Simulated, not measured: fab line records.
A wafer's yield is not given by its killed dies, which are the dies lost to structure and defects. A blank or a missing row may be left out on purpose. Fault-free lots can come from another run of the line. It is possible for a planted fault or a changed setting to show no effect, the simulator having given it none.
Comparing a struck lot with a sound one / flow nand-harc / 42 steps out of a route of 1302
Sound: the wafers L963.2, L963.3, L963.5. Struck: wafers L966.1, L966.3, L966.4. The cause is named last.
Each step with rows lists, per side, the tool, then ch with its chambers, then its first start. Under that, the readings that differ: sound wafers / struck wafers / difference of the means / sigmas: that difference in standard deviations of wafers without a fault.
alike: a reading whose means differ by less than 2 such deviations, as well as words and numbers matching on both sides. not compared: withheld readings; readings where some wafer has no value; bounds like >300 that might hide an equal value; numbers whose values overlap and for which the record gives no deviation.
A row with sigmas, a row that says differs or no value, or rows on one side alone: a step with any of these is where the two part. Numbers that have no deviation but don't overlap get no sigmas and don't part them. Lack of a reading on every wafer of one side parts them only where that side has two or more wafers.

first, 2 steps without rows for these wafers: NHARC_P_M2_PRE_CLEAN_30 (time 30 s); NHARC_P_M2_PVD_20 (deposits TaN, target thk 5 nm, time 8.06 s).
NHARC_P_M2_PVD_21: deposits Cu, target thk 30 nm, time 20.49 s.
  sound on pvd-sputter-02; struck on pvd-sputter-02
  alike: throttle-valve-pct
then, 1 step without rows for these wafers: NHARC_P_M2_ECD_22 (material Cu, target thk 400 nm).
NHARC_P_M2_ANNEAL_31: time 90 s.
  sound on rtp-anneal-01 ch 0, day 7 19:16; struck on rtp-anneal-01 ch 0, day 9 00:42
  alike: wafer_temp_C_max
then, 1 step without rows for these wafers: NHARC_P_M2_CMP_23 (polishes, t overpolish 20 s, target thk 144.3 nm).
NHARC_P_M2_THK_MEAS_24: measures by xrf.
  struck on film-metro-01, day 9 01:22; sound on film-metro-02, day 7 19:52
  alike: thk-nm
following that, these wafers have no rows for 1 step: NHARC_P_M2_SRD_25.
NHARC_P_M2_INSPECT_27:
  struck on defect-inspect-01, day 9 01:31; sound on defect-inspect-02, day 7 20:02
  alike: raw-defect-count
then, 2 steps without rows for these wafers: NHARC_P_M2_PRE_CLEAN_32 (time 12 s); NHARC_P_M2_DEP_33 (deposits SiCN, target thk 30 nm).
NHARC_P_BONDPAD_DEP_00: deposits SiCN, target thk 250 nm.
  sound on pecvd-01 ch 0,1, day 7 20:38; struck on pecvd-01 ch 0,1, day 9 02:08
  alike: heater-power-w, showerhead-vpp-V, susceptor-temp-C
then, 1 step without rows for these wafers: NHARC_P_BONDPAD_CMP_32 (polishes SiCN, target thk 200 nm).
NHARC_P_BONDPAD_THK_MEAS_33: measures by ellipsometry.
  struck on film-metro-02, day 9 02:52; sound on film-metro-01, day 7 21:15
  alike: thk-nm
then, 10 steps without rows for these wafers: NHARC_P_BONDPAD_SRD_34; NHARC_P_BONDPAD_DEHYDRATE_01 (time 120 s); NHARC_P_BONDPAD_HMDS_02 (time 30 s); NHARC_P_BONDPAD_COAT_36 (time 65 s); NHARC_P_BONDPAD_COAT_03 (resist thk 600 nm); NHARC_P_BONDPAD_SOFTBAKE_04 (time 70 s); NHARC_P_BONDPAD_EBR_05; NHARC_P_BONDPAD_EXPOSE_06 (exposes mask P BPAD); NHARC_P_BONDPAD_PEB_07 (peb time 80 s); NHARC_P_BONDPAD_DEVELOP_08 (time 50 s).
NHARC_P_BONDPAD_CD_MEAS_09: target cd 500 nm.
  sound on cd-sem-01 ch 0, day 7 21:41; struck on cd-sem-02 ch 0, day 9 03:26
  alike: cd-nm
NHARC_P_BONDPAD_OVL_MEAS_38:
  struck on overlay-02, day 9 03:31; sound on overlay-01, day 7 21:46
  alike: overlay-x-nm, overlay-y-nm
then, 1 step without rows for these wafers: NHARC_P_BONDPAD_HARDBAKE_10 (time 65 s).
NHARC_P_BONDPAD_DESCUM_11: chemistry O2, time 3 s.
  sound on rie-diel-12 ch 0,2,3, day 7 21:55; struck on rie-diel-10 ch 1,2,3, day 9 03:38
reading=throttle-valve-pct (%); sound=11.306 11.328 11.327; struck=11.306 11.292 11.298; difference=-0.022; sigmas=-2
  alike: drypump-motor-current-A, oes-product-au, rf-vpp-V, showerhead-plenum-p-Torr
  not compared: rf-hours-counter-h
then, 2 steps without rows for these wafers: NHARC_P_BONDPAD_ETCH_37 (etches the open film in N2/H2, target depth 60 nm, overetch 18 nm, time 65.91 s); NHARC_P_BONDPAD_ETCH_12 (etches the open film in CHF3/O2, target depth 200 nm, time 100 s).
NHARC_P_BONDPAD_CD_MEAS_13:
  struck on cd-sem-02, day 9 03:58; sound on cd-sem-02, day 7 22:13
  alike: cd-nm
then, 6 steps without rows for these wafers: NHARC_P_BONDPAD_STRIP_15 (strips in O2); NHARC_P_BONDPAD_ETCH_24 (etches the open film in CF4/N2, target depth 30 nm, time 72.99 s); NHARC_P_BONDPAD_STRIP_16 (strips in post etch residue remover, time 600 s); NHARC_P_BONDPAD_DEGAS_25 (time 60 s); NHARC_P_BONDPAD_PRE_CLEAN_26 (time 30 s); NHARC_P_BONDPAD_PVD_17 (deposits TaN, target thk 5 nm, time 8.06 s).
NHARC_P_BONDPAD_PVD_27: deposits Cu, target thk 30 nm, time 20.49 s.
  sound on pvd-sputter-03; struck on pvd-sputter-02
  alike: throttle-valve-pct
then, 1 step without rows for these wafers: NHARC_P_BONDPAD_ECD_18 (material Cu, target thk 400 nm).
NHARC_P_BONDPAD_ANNEAL_28: time 90 s.
  sound on rtp-anneal-02 ch 0, day 7 23:37; struck on rtp-anneal-02 ch 0, day 9 05:31
  alike: wafer_temp_C_max
then, 1 step without rows for these wafers: NHARC_P_BONDPAD_CMP_19 (polishes, t overpolish 30 s, cu recess touch 16 s, target thk 160.81 nm).
-- record jumps: 18 days between struck wafers' starts before vs after; left off in module P_BONDPAD, resumes in module END, first step shown is number 1302 of the route --
NHARC_END_SORT_01:
  sound on prober-02 ch 0, day 25 13:31; struck on prober-01 ch 0, day 26 22:57
reading=defect-limited-yield (%); sound=96 95 95; struck=80 78 78; difference=-17; sigmas=-6
reading=killed-at-array; sound=21 31 24; struck=71 76 67; difference=+46; sigmas=+2
reading=killed-at-periphery; sound=4 5 9; struck=65 75 79; difference=+67; sigmas=+22
reading=killed-dies; sound=26 37 33; struck=136 152 146; difference=+113; sigmas=+5
  alike: killed-at-other, killed-open, killed-short

WHERE THEY PART
Earliest at NHARC_P_BONDPAD_DESCUM_11; latest, in this record, at NHARC_END_SORT_01.

WHY: the cause the simulator had injected
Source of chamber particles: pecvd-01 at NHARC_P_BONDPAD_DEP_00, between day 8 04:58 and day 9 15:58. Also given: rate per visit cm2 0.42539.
